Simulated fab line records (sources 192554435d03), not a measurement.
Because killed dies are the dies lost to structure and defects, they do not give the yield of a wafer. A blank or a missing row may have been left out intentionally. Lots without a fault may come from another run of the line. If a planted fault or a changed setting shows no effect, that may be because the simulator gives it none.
fab line records	flow n5_finfet
record lots=9	wafers=25	last_day=18
route steps=1938 shown SD_EPI_P@304 SD_ACTIVATION@331 ILD0@339 BEOL_M4@1111 PASSIVATION@1936
lots that met no fault: from a run of the same line without faults
start_h: start of the lot's first displayed wafer, in hours after the record's first day	wait_h: hours from the lot's prior step to this one	" same as the row above	L1.1+2: one row covering several wafers at once	- no value present, or no start provided	* or withheld: withheld	< > ~ a bound
route shown NAME@n: NAME is a module with steps in the file, n the number in the route of the first one	usual: the fault-free wafers' mean and standard deviation	same: alike in all rows	chamber/n: place in a boat	sites: the reading at each site	_std_site: the standard deviation of these	_edge_site: the outer-site mean with the inner-site mean subtracted	radius_mm: how far each site lies from the wafer's centre	mask NAME#n: copy n	behind: the tool/chamber that last shaped the wafer	hold: why the lot was held/for how many hours/how that ended	device: whichever transistor did not switch (one of n, p or np)	end of line: tests of these same wafers at the route's end	step lacking rows: just its recipe	killed: dies lost to structure and defects at the first sort, not the wafer's yield	map: per-die view of a wafer (x killed, . not killed, _ where there is no die)
set.NAME: the setting the step ran with; set.NAME@STEP: the setting that earlier step ran with	model.NAME: the simulator's own value behind a step, which no gauge read
a sample of lots followed through the steps of the route, with each step as a table and each wafer as a row
services: a tool's chamber out of use, with start hour (start_h, from the record's first day; less than 0 if before it), hours out, and reason
## steps
# step N5_SD_EPI_P_OVL_MEAS_10
# recipe points_per_wafer=44
# usual SD_P_BLK_OVL=0.4/0.87
lot.wafer	tool	chamber	start_h	wait_h	SD_P_BLK_OVL[nm]
L468.1	overlay-01	0	67.23	0.0	-1.0
L468.3	"	0	"	"	-0.8
L468.6	"	0	"	"	-0.5
L477.2	overlay-02	0	122.81	0.0	0.5
L478.1	overlay-01	0	134.46	0.0	1.0
L478.3	"	0	"	"	1.7
L478.6	"	0	"	"	1.9
L484.3	overlay-02	0	162.19	0.0	0.1
L484.4	"	0	"	"	1.9
L484.6	"	0	"	"	0.5
L485.1	overlay-01	0	167.07	0.0	-0.6
L485.2	"	0	"	"	-0.8
L485.4	"	0	"	"	-1.0
L486.1	overlay-01	0	174.41	0.0	-0.5
L486.2	"	0	"	"	-0.1
L486.5	"	0	"	"	-0.2
L487.2	overlay-01	0	179.70	0.0	0.1
L487.3	"	0	"	"	0.8
L487.4	"	0	"	"	0.7
L488.2	overlay-02	0	185.42	0.0	0.5
L488.3	"	0	"	"	1.2
L488.4	"	0	"	"	0.3
L489.2	overlay-02	0	194.99	0.0	0.3
L489.4	"	0	"	"	1.1
L489.5	"	0	"	"	0.8
# step N5_SD_EPI_P_ETCH_16
# recipe chemistry=CHF3/O2	target=SiO2	target_depth_a=50	mask_material=SOC	pressure_mtorr=30	source_w=650	bias_w=170	Ar_flow_sccm=200	CHF3_flow_sccm=50	O2_flow_sccm=5	ion_energy_ev=200
# usual drypump_motor_current_A=5.9/0.35	mfc_ar_sccm=200.0/0.59	oes_product_au=0.79/0.096	rf_vpp_V=525/8.5	showerhead_plenum_p_Torr=2.40/0.085	throttle_valve_pct=18.92/0.24
lot.wafer	tool	chamber	start_h	wait_h	drypump_motor_current_A	mfc_ar_sccm	oes_product_au	rf_hours_counter_h	rf_vpp_V	showerhead_plenum_p_Torr	throttle_valve_pct
L468.1	rie_diel-06	2	67.91	0.1	5.9	199.5	0.76	100	524	2.52	18.49
L468.3	"	3	"	"	5.9	200.6	0.89	36	532	2.37	19.19
L468.6	"	1	"	"	5.9	200.2	0.71	-	523	2.28	19.02
L477.2	rie_diel-06	1	124.24	0.1	6.0	200.4	0.69	234	523	2.27	19.04
L478.1	rie_diel-02	3	135.13	0.1	5.9	200.6	0.91	21	507	2.47	18.82
L478.3	"	0	"	"	6.5	199.9	0.72	208	527	2.30	19.02
L478.6	"	1	"	"	5.9	200.0	0.75	-	530	2.42	19.07
L484.3	rie_diel-02	0	162.87	0.1	6.5	200.3	0.70	216	527	2.29	19.03
L484.4	"	0	"	"	6.5	200.4	0.71	-	527	2.29	19.07
L484.6	"	1	"	"	5.9	199.9	0.76	-	531	2.41	19.08
L485.1	rie_diel-06	3	167.78	0.1	5.8	200.3	0.85	63	531	2.35	19.25
L485.2	"	0	"	"	5.9	198.6	0.90	24	522	2.47	18.52
L485.4	"	2	"	"	5.9	199.5	0.75	128	524	2.50	18.55
L486.1	rie_diel-02	0	175.08	0.1	6.5	199.6	0.70	221	526	2.29	19.05
L486.2	"	2	"	"	5.2	200.0	0.92	22	531	2.46	18.81
L486.5	"	1	"	"	5.9	199.4	0.75	-	530	2.41	19.10
L487.2	rie_diel-06	1	180.38	0.1	5.9	200.8	0.68	250	523	2.27	19.07
L487.3	"	3	"	"	5.9	198.9	0.85	67	532	2.35	19.24
L487.4	"	2	"	"	5.9	200.1	0.74	133	525	2.50	18.55
L488.2	rie_diel-06	0	186.09	0.1	5.9	200.4	0.90	30	522	2.47	18.55
L488.3	"	2	"	"	5.9	200.5	0.73	134	524	2.50	18.56
L488.4	"	2	"	"	6.0	200.0	0.74	-	525	2.50	18.55
L489.2	rie_diel-04	0	195.66	0.1	6.3	198.7	0.67	261	534	2.27	19.20
L489.4	"	1	"	"	5.8	199.5	0.67	-	511	2.39	19.18
L489.5	"	0	"	"	6.3	199.1	0.66	-	535	2.27	19.20
# step N5_SD_ACTIVATION_LSA_01
# recipe temp_c=1080	time_s=0.0008	ambient=N2
# usual time_s=0.0008/0	wafer_temp_C_max=1085.3/3
lot.wafer	tool	chamber	start_h	wait_h	time_s	wafer_temp_C_max
L468.1	laser_anneal-01	0	71.43	0.2	0.0008	1089.7
L468.3	"	0	"	"	0.0008	1093.0
L468.6	"	0	"	"	0.0008	1088.6
L477.2	laser_anneal-01	-	127.61	0.2	-	-
L478.1	laser_anneal-02	-	138.47	0.2	-	-
L478.3	"	-	"	"	-	-
L478.6	"	-	"	"	-	-
L484.3	laser_anneal-02	0	166.91	0.2	0.0008	1083.4
L484.4	"	0	"	"	0.0008	1082.9
L484.6	"	0	"	"	0.0008	1082.6
L485.1	laser_anneal-01	0	171.16	0.2	0.0008	1087.9
L485.2	"	0	"	"	0.0008	1086.3
L485.4	"	0	"	"	0.0008	1087.1
L486.1	laser_anneal-02	0	179.26	0.2	0.0008	1082.9
L486.2	"	0	"	"	0.0008	1083.2
L486.5	"	0	"	"	0.0008	1084.8
L487.2	laser_anneal-01	0	184.77	0.2	0.0008	1088.0
L487.3	"	0	"	"	0.0008	1089.4
L487.4	"	0	"	"	0.0008	1088.2
L488.2	laser_anneal-02	0	189.57	0.2	0.0008	1082.4
L488.3	"	0	"	"	0.0008	1081.9
L488.4	"	0	"	"	0.0008	1082.9
L489.2	laser_anneal-01	0	199.13	0.2	0.0008	1086.1
L489.4	"	0	"	"	0.0008	1091.5
L489.5	"	0	"	"	0.0008	1087.5
# step N5_SD_ACTIVATION_RS_MEAS_03
# recipe thk_meas_gauge=four-point-probe
# usual RS_SD_N=21.83/0.26	RS_SD_P=55.9/1.1
lot.wafer	tool	chamber	start_h	wait_h	RS_SD_N[ohm/sq]	RS_SD_P[ohm/sq]
L468.1	film_metro-02	-	71.63	0.2	21.57	56.8
L468.3	"	-	"	"	21.91	57.1
L468.6	"	-	"	"	22.23	57.1
L477.2	film_metro-02	-	127.80	0.2	29.66	56.7
L478.1	film_metro-02	-	138.67	0.2	29.73	58.5
L478.3	"	-	"	"	29.86	57.9
L478.6	"	-	"	"	29.48	58.4
L484.3	film_metro-01	-	167.09	0.2	22.00	54.6
L484.4	"	-	"	"	21.77	54.0
L484.6	"	-	"	"	22.09	54.7
L485.1	film_metro-02	-	171.37	0.2	21.83	54.6
L485.2	"	-	"	"	21.84	55.3
L485.4	"	-	"	"	22.31	54.4
L486.1	film_metro-02	-	179.46	0.2	21.81	56.3
L486.2	"	-	"	"	22.07	56.3
L486.5	"	-	"	"	21.58	56.2
L487.2	film_metro-01	-	184.96	0.2	21.28	55.6
L487.3	"	-	"	"	21.51	56.5
L487.4	"	-	"	"	21.44	55.4
L488.2	film_metro-01	-	189.77	0.2	22.39	56.3
L488.3	"	-	"	"	22.26	57.4
L488.4	"	-	"	"	22.13	56.0
L489.2	film_metro-02	-	199.32	0.2	21.72	55.3
L489.4	"	-	"	"	21.69	55.0
L489.5	"	-	"	"	21.73	55.1
# step N5_ILD0_THK_MEAS_04
# usual thk_nm=196.8/1.2
lot.wafer	tool	chamber	start_h	wait_h	thk_nm
L468.1	film_metro-02	-	74.75	-	195.6
L468.3	"	-	"	"	196.6
L468.6	"	-	"	"	197.2
L477.2	film_metro-02	-	130.81	-	195.0
L478.1	film_metro-02	-	143.19	-	197.1
L478.3	"	-	"	"	197.4
L478.6	"	-	"	"	196.2
L484.3	film_metro-02	-	170.28	-	195.7
L484.4	"	-	"	"	196.5
L484.6	"	-	"	"	196.6
L485.1	film_metro-01	-	174.75	-	198.9
L485.2	"	-	"	"	197.7
L485.4	"	-	"	"	196.3
L486.1	film_metro-01	-	182.64	-	195.8
L486.2	"	-	"	"	196.5
L486.5	"	-	"	"	196.6
L487.2	film_metro-01	-	187.99	-	196.5
L487.3	"	-	"	"	194.7
L487.4	"	-	"	"	196.6
L488.2	film_metro-01	-	194.77	-	197.6
L488.3	"	-	"	"	197.4
L488.4	"	-	"	"	198.4
L489.2	film_metro-02	-	202.68	-	197.4
L489.4	"	-	"	"	198.3
L489.5	"	-	"	"	196.8
# step N5_BEOL_M4_RC_MEAS_101
# usual DIBL_N=37.1/1.8	DIBL_P=37.2/2.1	IOFF_N=0.17/0.033	IOFF_P=0.22/0.037	ION_N=680/11	ION_P=464/7.7	RC_DENSE_N=19.0/0.47	RC_N=15.4/0.38	REXT_N=75.2/1.9	RS_SD_N=28.3/0.31	SS_N=71.7/0.63	SS_P=73.6/0.67	VT_N=248.9/2.9	VT_P=-251/3.6
lot.wafer	tool	chamber	start_h	wait_h	DIBL_N[mV/V]	DIBL_P[mV/V]	IOFF_N[nA/um]	IOFF_P[nA/um]	ION_N[uA/um]	ION_P[uA/um]	RC_DENSE_N[ohm.um]	RC_N[ohm.um]	REXT_N[ohm.um]	RS_SD_N[ohm/sq]	SS_N[mV/dec]	SS_P[mV/dec]	VT_N[mV]	VT_P[mV]
L468.1	prober-01	0	187.64	0.0	37.7	39.0	0.21	0.24	684	467	19.6	16.0	73.6	28.2	72.2	74.0	244.9	-249
L468.3	"	0	"	"	32.4	32.8	0.11	0.15	666	458	20.1	16.2	75.6	28.2	70.6	72.1	253.1	-256
L468.6	"	0	"	"	36.1	37.3	0.18	0.21	682	465	19.4	15.9	73.8	28.1	71.9	73.8	246.9	-250
L477.2	prober-01	0	240.99	0.2	37.9	38.7	0.17	0.24	656	462	25.1	20.5	92.5	36.7	71.7	75.1	250.5	-246
L478.1	prober-02	0	259.07	0.0	38.8	40.1	0.20	0.23	658	451	25.2	20.8	91.6	36.5	72.6	74.4	249.8	-252
L478.3	"	0	"	"	36.7	38.1	0.16	0.19	663	457	25.1	20.4	91.3	36.7	71.2	74.2	249.5	-253
L478.6	"	0	"	"	37.8	39.7	0.20	0.23	671	464	25.2	20.6	91.0	36.3	71.9	74.5	248.6	-250
L484.3	prober-01	0	286.94	0.6	33.3	35.1	0.13	0.18	675	461	19.0	15.9	76.2	28.3	70.6	73.1	252.0	-251
L484.4	"	0	"	"	34.7	36.7	0.14	0.21	682	465	19.1	15.4	77.5	28.3	70.8	72.9	249.0	-250
L484.6	"	0	"	"	34.8	38.0	0.15	0.23	678	470	19.5	15.7	78.5	28.6	71.7	74.3	249.5	-248
L485.1	prober-02	0	307.10	0.0	37.3	37.1	0.17	0.22	703	478	19.3	15.6	76.1	28.1	72.3	73.7	246.6	-249
L485.2	"	0	"	"	38.2	37.8	0.20	0.24	677	462	18.9	15.3	76.8	28.3	71.6	74.4	245.7	-250
L485.4	"	0	"	"	41.6	41.5	0.29	0.31	701	477	19.4	16.0	75.9	28.9	72.4	75.2	241.5	-244
L486.1	prober-02	0	313.82	0.0	35.7	35.8	0.15	0.21	669	465	19.3	15.6	73.1	28.3	71.6	73.1	250.2	-251
L486.2	"	0	"	"	35.8	34.0	0.15	0.19	673	461	18.8	15.3	71.6	28.3	72.0	72.5	251.8	-252
L486.5	"	0	"	"	37.6	37.0	0.17	0.22	674	468	19.1	15.7	72.4	28.3	72.0	73.2	251.1	-249
L487.2	prober-01	0	318.01	0.2	38.4	37.9	0.20	0.24	695	469	19.1	15.5	75.1	27.9	72.2	74.3	243.4	-249
L487.3	"	0	"	"	37.4	36.2	0.18	0.22	678	461	19.5	15.8	76.1	27.9	72.0	73.4	247.8	-251
L487.4	"	0	"	"	37.3	35.7	0.17	0.21	666	461	19.6	16.0	76.0	27.8	71.5	73.1	249.1	-252
L488.2	prober-02	0	322.86	0.2	39.5	39.0	0.18	0.24	664	463	19.1	15.6	75.6	28.9	71.9	73.9	249.3	-248
L488.3	"	0	"	"	40.7	38.9	0.21	0.24	678	461	19.3	15.7	75.5	28.5	73.2	74.5	247.9	-247
L488.4	"	0	"	"	37.4	35.8	0.16	0.20	680	461	18.2	14.9	74.5	28.7	71.3	73.8	250.8	-250
L489.2	prober-02	0	325.78	0.2	40.8	40.8	0.27	0.34	703	477	18.8	15.3	74.6	28.0	73.1	74.0	242.1	-241
L489.4	"	0	"	"	35.2	34.0	0.13	0.20	677	463	18.6	15.2	74.9	27.9	72.0	72.0	251.3	-248
L489.5	"	0	"	"	37.1	36.9	0.18	0.25	679	467	18.1	14.6	74.2	28.1	71.7	73.6	248.0	-244
# step N5_PASSIVATION_PROBE_49
# usual defect_limited_yield=91.7/1.5	killed_at_M0_to_M3=32/10	killed_at_M4_up=14/5.3	killed_at_contacts=13/5.7	killed_at_front_end=37/10	killed_at_other=3.3/2.5	killed_dies=98/18	killed_on_rim=13/3.6	killed_open=65/13	killed_short=31/7.5	sort_bin_4_leakage=0.00/0.0099	sort_bin_5_function=4.9/0.91	sort_bin_6_memory=3.1/0.71	sort_n_pass=1082/18	sort_yield_pct=91.7/1.5
# same gross_dies=1180	killed_at_back_side=0	sort_bin_8_speed[%]=0
lot.wafer	tool	chamber	start_h	wait_h	defect_limited_yield[%]	killed_at_M0_to_M3	killed_at_M4_up	killed_at_contacts	killed_at_front_end	killed_at_other	killed_dies	killed_on_rim	killed_open	killed_short	sort_bin_4_leakage[%]	sort_bin_5_function[%]	sort_bin_6_memory[%]	sort_n_pass	sort_yield_pct[%]
L468.1	prober-02	-	289.12	0.0	91.4	40	14	6	39	3	102	12	67	33	0	4.7	3.6	1078	91.4
L468.3	prober-02	-	289.22	0.1	91.8	24	8	24	39	2	97	13	65	29	0	5.3	2.8	1083	91.8
L468.6	prober-02	-	289.37	0.3	92.4	31	13	14	31	1	90	12	72	18	0	5.1	2.3	1090	92.4
L477.2	prober-01	-	342.45	0.1	91.4	37	18	13	26	7	101	13	59	37	0	6.0	2.0	1079	91.4
L478.1	prober-02	-	360.48	0.0	88.8	39	16	22	51	4	132	17	79	46	0	6.4	3.7	1048	88.8
L478.3	prober-02	-	360.58	0.1	90.4	38	15	14	45	1	113	13	76	32	0	5.8	3.4	1067	90.4
L478.6	prober-02	-	360.73	0.3	91.8	37	14	19	24	3	97	13	66	29	0	4.8	3.2	1083	91.8
L484.3	prober-02	-	399.07	0.1	94.7	26	10	13	11	3	63	7	42	21	0	3.1	2.0	1117	94.7
L484.4	prober-02	-	399.12	0.2	93.3	36	9	10	23	1	79	7	47	32	0	3.5	3.1	1101	93.3
L484.6	prober-02	-	399.22	0.3	91.9	32	11	12	38	2	95	16	66	29	0	4.7	3.4	1085	91.9
L485.1	prober-01	-	416.18	0.0	91.0	24	10	23	43	6	106	11	74	26	0	5.7	3.0	1074	91.0
L485.2	prober-01	-	416.23	0.1	93.0	15	10	16	37	5	83	10	58	22	0	4.5	2.5	1097	93.0
L485.4	prober-01	-	416.33	0.2	91.4	36	14	14	33	4	101	15	69	30	0.08	5.0	3.1	1078	91.4
L487.2	prober-02	-	428.52	0.1	91.3	28	16	10	44	5	103	17	74	29	0	5.1	3.3	1077	91.3
L487.3	prober-02	-	428.57	0.1	89.9	47	11	10	48	3	119	16	82	33	0	5.3	4.2	1061	89.9
L487.4	prober-02	-	428.62	0.2	90.0	39	20	9	46	4	118	12	85	33	0	5.8	4.1	1062	90.0
L486.1	prober-02	-	428.77	0.1	94.3	20	8	3	33	3	67	8	41	20	0	2.9	2.2	1113	94.3
L486.2	prober-02	-	428.82	0.2	92.8	37	12	8	26	2	85	17	55	29	0	4.7	2.1	1095	92.8
L486.5	prober-02	-	428.97	0.3	93.9	18	9	8	33	4	72	15	43	28	0	3.2	2.5	1108	93.9
L489.2	prober-01	-	432.68	0.1	94.7	17	17	7	22	0	63	8	44	19	0	3.5	1.8	1117	94.7
L489.4	prober-01	-	432.78	0.2	92.9	22	13	18	28	3	84	11	64	19	0	4.3	2.5	1096	92.9
L489.5	prober-01	-	432.83	0.2	92.4	29	25	14	21	1	90	8	53	37	0	4.7	2.8	1090	92.4
L488.2	prober-02	-	434.63	0.1	91.0	29	12	16	47	2	106	15	69	36	0	5.6	3.1	1074	91.0
L488.3	prober-02	-	434.68	0.1	92.2	24	13	12	33	10	92	18	54	37	0	5.0	2.4	1088	92.2
L488.4	prober-02	-	434.73	0.2	89.2	41	16	23	47	1	128	18	82	46	0	6.2	4.4	1052	89.2
# killed by level:class
L468.1 STI_FIN_REVEAL:geometric_particle:open=12 FIN_SAQP:geometric_particle:short=7 BEOL_M3:geometric_particle:open=7 MOL_CONTACT_COAG:geometric_particle:open=6 BEOL_M0_SAQP:geometric_particle:open=6 BEOL_M2:geometric_particle:open=6 BEOL_M0_SAQP:geometric_particle:short=5 BEOL_M0:geometric_particle:open=5
L468.3 MOL_CONTACT_COAG:geometric_particle:open=20 STI_FIN_REVEAL:geometric_particle:open=11 FIN_SAQP:geometric_particle:short=6 DUMMY_GATE:geometric_particle:open=5 BEOL_M0_SAQP:geometric_particle:short=5 BEOL_M1:geometric_particle:open=5 BEOL_M2:geometric_particle:open=5 FIN_SAQP:geometric_particle:open=4
L468.6 BEOL_M2:geometric_particle:open=12 STI_FIN_REVEAL:geometric_particle:open=11 MOL_CONTACT_COAG:geometric_particle:open=10 DUMMY_GATE:geometric_particle:open=8 BEOL_M0_SAQP:geometric_particle:open=7 BEOL_M0_SAQP:geometric_particle:short=5 FIN_SAQP:geometric_particle:short=4 MOL_CONTACT_COAG:geometric_particle:short=4
L477.2 BEOL_M0_SAQP:geometric_particle:open=12 BEOL_M0_SAQP:geometric_particle:short=11 MOL_CONTACT_COAG:geometric_particle:open=10 DUMMY_GATE:geometric_particle:open=6 BEOL_M3:geometric_particle:open=6 BEOL_M4:geometric_particle:open=6 STARTING-WAFER:geometric_particle:short=6 HKMG_FIN:area_etch=4
L478.1 FIN_SAQP:geometric_particle:open=15 MOL_CONTACT_COAG:geometric_particle:open=13 MOL_CONTACT_COAG:geometric_particle:short=9 FIN_SAQP:geometric_particle:short=8 BEOL_M0_SAQP:geometric_particle:short=8 BEOL_M1:geometric_particle:open=7 BEOL_M0_SAQP:geometric_particle:open=5 BEOL_M0:geometric_particle:open=4
L478.3 BEOL_M1:geometric_particle:open=14 FIN_SAQP:geometric_particle:open=12 MOL_CONTACT_COAG:geometric_particle:open=12 BEOL_M0_SAQP:geometric_particle:short=7 BEOL_M4:geometric_particle:open=7 DUMMY_GATE:geometric_particle:open=6 BEOL_M0_SAQP:geometric_particle:open=5 BEOL_M1:geometric_particle:short=5
L478.6 MOL_CONTACT_COAG:geometric_particle:open=15 BEOL_M0_SAQP:geometric_particle:open=11 BEOL_M1:geometric_particle:open=10 FIN_SAQP:geometric_particle:open=7 BEOL_M0_SAQP:geometric_particle:short=7 FIN_SAQP:geometric_particle:short=5 BEOL_M4:geometric_particle:open=5 STI_FIN_REVEAL:geometric_particle:open=4
L484.3 MOL_CONTACT_COAG:geometric_particle:open=11 BEOL_M2:geometric_particle:open=7 BEOL_M4:geometric_particle:open=6 BEOL_M0_SAQP:geometric_particle:short=5 BEOL_M0_SAQP:geometric_particle:open=5 DUMMY_GATE:geometric_particle:open=4 BEOL_M1:geometric_particle:open=3 FIN_SAQP:geometric_particle:short=2
L484.4 BEOL_M2:geometric_particle:open=11 MOL_CONTACT_COAG:geometric_particle:open=9 BEOL_M0_SAQP:geometric_particle:short=9 BEOL_M0_SAQP:geometric_particle:open=6 FIN_SAQP:geometric_particle:short=5 BEOL_M2:geometric_particle:short=5 DUMMY_GATE:geometric_particle:open=4 BEOL_M4:geometric_particle:open=4
L484.6 STI_FIN_REVEAL:geometric_particle:open=16 BEOL_M2:geometric_particle:open=10 MOL_CONTACT_COAG:geometric_particle:open=9 BEOL_M0_SAQP:geometric_particle:open=7 BEOL_M4:geometric_particle:open=7 BEOL_M0_SAQP:geometric_particle:short=5 GATE_CUT:geometric_particle:short=4 BEOL_M1:geometric_particle:open=4
L485.1 MOL_CONTACT_COAG:geometric_particle:open=20 GATE_CUT:geometric_particle:short=9 DUMMY_GATE:geometric_particle:open=8 BEOL_M0_SAQP:geometric_particle:open=8 BEOL_M2:geometric_particle:open=5 STI_FIN_REVEAL:geometric_particle:open=4 GATE_CUT:geometric_particle:open=4 BEOL_M5:geometric_particle:open=4
L485.2 MOL_CONTACT_COAG:geometric_particle:open=14 STI_FIN_REVEAL:geometric_particle:open=12 FIN_SAQP:geometric_particle:open=6 GATE_CUT:geometric_particle:short=4 BEOL_M1:geometric_particle:open=4 BEOL_M5:geometric_particle:open=4 STARTING-WAFER:geometric_particle:short=3 BEOL_M2:geometric_particle:open=3
L485.4 STI_FIN_REVEAL:geometric_particle:open=12 BEOL_M1:geometric_particle:open=11 MOL_CONTACT_COAG:geometric_particle:open=8 BEOL_M3:geometric_particle:open=7 DUMMY_GATE:geometric_particle:open=6 MOL_CONTACT_COAG:geometric_particle:short=6 GATE_CUT:geometric_particle:short=4 BEOL_M3:geometric_particle:short=4
L487.2 STI_FIN_REVEAL:geometric_particle:open=14 MOL_CONTACT_COAG:geometric_particle:open=8 BEOL_M3:geometric_particle:open=7 BEOL_M4:geometric_particle:open=6 STI_FIN_REVEAL:geometric_particle:short=5 BEOL_M0_SAQP:geometric_particle:open=5 DUMMY_GATE:geometric_particle:open=4 BEOL_M2:geometric_particle:open=4
L487.3 STI_FIN_REVEAL:geometric_particle:open=13 BEOL_M3:geometric_particle:open=13 BEOL_M2:geometric_particle:open=10 DUMMY_GATE:geometric_particle:open=8 MOL_CONTACT_COAG:geometric_particle:open=8 BEOL_M0_SAQP:geometric_particle:open=6 GATE_CUT:geometric_particle:short=5 BEOL_M0_SAQP:geometric_particle:short=5
L487.4 STI_FIN_REVEAL:geometric_particle:open=15 BEOL_M2:geometric_particle:open=11 MOL_CONTACT_COAG:geometric_particle:open=9 FIN_SAQP:geometric_particle:open=8 BEOL_M1:geometric_particle:open=7 BEOL_M0_SAQP:geometric_particle:short=6 FIN_SAQP:geometric_particle:short=5 BEOL_M4:geometric_particle:open=5
L486.1 BEOL_M2:geometric_particle:open=6 FIN_SAQP:geometric_particle:short=4 GATE_CUT:geometric_particle:short=4 BEOL_M3:geometric_particle:open=4 STARTING-WAFER:geometric_particle:open=4 STI_FIN_REVEAL:geometric_particle:open=3 BEOL_M0:geometric_particle:open=3 STARTING-WAFER:geometric_particle:short=3
L486.2 BEOL_M2:geometric_particle:open=10 MOL_CONTACT_COAG:geometric_particle:open=7 BEOL_M1:geometric_particle:open=7 GATE_CUT:geometric_particle:open=6 BEOL_M2:geometric_particle:short=6 GATE_CUT:geometric_particle:short=5 BEOL_M3:geometric_particle:open=5 BEOL_M0_SAQP:geometric_particle:short=4
L486.5 FIN_SAQP:geometric_particle:open=9 FIN_SAQP:geometric_particle:short=9 BEOL_M2:geometric_particle:open=8 MOL_CONTACT_COAG:geometric_particle:open=7 BEOL_M0_SAQP:geometric_particle:short=5 GATE_CUT:geometric_particle:short=4 DUMMY_GATE:geometric_particle:open=2 GATE_CUT:geometric_particle:open=2
L489.2 BEOL_M4:geometric_particle:open=13 ILD0:geometric_particle:short=5 MOL_CONTACT_COAG:geometric_particle:open=5 BEOL_M3:geometric_particle:open=5 ILD0:geometric_particle:open=4 BEOL_M0_SAQP:geometric_particle:short=4 STI_FIN_REVEAL:geometric_particle:open=3 DUMMY_GATE:geometric_particle:open=3
L489.4 MOL_CONTACT_COAG:geometric_particle:open=16 BEOL_M1:geometric_particle:open=8 BEOL_M2:geometric_particle:open=6 BEOL_M4:geometric_particle:open=5 STI_FIN_REVEAL:geometric_particle:open=4 DUMMY_GATE:geometric_particle:open=4 GATE_CUT:geometric_particle:short=4 BEOL_M0_SAQP:geometric_particle:open=4
L489.5 BEOL_M4:geometric_particle:open=15 BEOL_M0_SAQP:geometric_particle:short=9 MOL_CONTACT_COAG:geometric_particle:open=8 FIN_SAQP:geometric_particle:short=7 MOL_CONTACT_COAG:geometric_particle:short=6 BEOL_M2:geometric_particle:open=5 BEOL_M3:geometric_particle:open=5 ILD0:geometric_particle:short=4
L488.2 FIN_SAQP:geometric_particle:open=14 MOL_CONTACT_COAG:geometric_particle:open=12 BEOL_M0_SAQP:geometric_particle:open=11 BEOL_M0_SAQP:geometric_particle:short=10 STI_FIN_REVEAL:geometric_particle:open=8 GATE_CUT:geometric_particle:short=8 FIN_SAQP:geometric_particle:short=6 MOL_CONTACT_COAG:geometric_particle:short=4
L488.3 FIN_SAQP:geometric_particle:open=12 BEOL_M0_SAQP:geometric_particle:short=8 BEOL_M0_SAQP:geometric_particle:open=8 MOL_CONTACT_COAG:geometric_particle:open=7 FIN_SAQP:geometric_particle:short=5 MOL_CONTACT_COAG:geometric_particle:short=5 GATE_CUT:geometric_particle:short=4 BEOL_M4:geometric_particle:short=4
L488.4 MOL_CONTACT_COAG:geometric_particle:open=19 BEOL_M0_SAQP:geometric_particle:short=19 FIN_SAQP:geometric_particle:open=16 BEOL_M0_SAQP:geometric_particle:open=12 GATE_CUT:geometric_particle:short=7 BEOL_M5:geometric_particle:open=6 STI_FIN_REVEAL:geometric_particle:open=5 BEOL_M3:geometric_particle:open=5
## services
tool	chamber	start_h	hours	kind
laser_anneal-02	-	47.86	1.4	pm
rie_diel-02	0	50.13	6.4	repair
rie_diel-02	2	52.59	7.0	repair
laser_anneal-01	-	55.27	16.0	pm
rie_diel-02	3	59.63	-	clean
rie_diel-02	3	59.63	-	consumable_replace:focus_ring
rie_diel-02	3	59.63	14.3	scheduled_down
rie_diel-02	3	59.63	14.3	vent_cycle
rie_diel-06	0	60.17	-	clean
rie_diel-06	0	60.17	-	consumable_replace:focus_ring
rie_diel-06	0	60.17	19.7	scheduled_down
rie_diel-06	0	60.17	19.7	vent_cycle
rie_diel-02	2	73.95	-	clean
rie_diel-02	2	73.95	-	consumable_replace:focus_ring
rie_diel-02	2	73.95	23.0	scheduled_down
rie_diel-02	2	73.95	23.0	vent_cycle
rie_diel-06	-	75.17	0.9	repair
rie_diel-04	2	96.92	132.0	repair
laser_anneal-01	-	142.19	2.1	pm
rie_diel-02	2	161.44	8.3	repair
rie_diel-06	1	180.43	-	clean
rie_diel-06	1	180.43	-	consumable_replace:focus_ring
rie_diel-06	1	180.43	-	consumable_replace:showerhead
rie_diel-02	1	183.49	5.8	repair
## key
first_sign step=N5_SD_ACTIVATION_LSA_01	reading=tool_record	direction=missing
effect step=N5_SD_ACTIVATION_RS_MEAS_03	reading=RS_SD_N	direction=up	sigmas=31	usual=21.83	struck=29.68
effect step=N5_BEOL_M4_RC_MEAS_101	reading=RS_SD_N	direction=up	sigmas=27	usual=28.3	struck=36.6
effect step=N5_BEOL_M4_RC_MEAS_101	reading=RC_N	direction=up	sigmas=13	usual=15.4	struck=20.6
effect step=N5_BEOL_M4_RC_MEAS_101	reading=RC_DENSE_N	direction=up	sigmas=13	usual=19.0	struck=25.2
effect step=N5_BEOL_M4_RC_MEAS_101	reading=REXT_N	direction=up	sigmas=8.9	usual=75.2	struck=91.6
met_at N5_SD_ACTIVATION_LSA_01
struck_lots L477,L478
not_acting_at N5_SD_EPI_P_OVL_MEAS_10,N5_SD_EPI_P_ETCH_16,N5_ILD0_THK_MEAS_04
onset_between 71.43 127.61
fault kind=skipped_step_whole	tool=laser_anneal-01,laser_anneal-02	chamber=-	onset_h=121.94	steps=N5_SD_ACTIVATION_LSA_01	scope=struck_lots_only
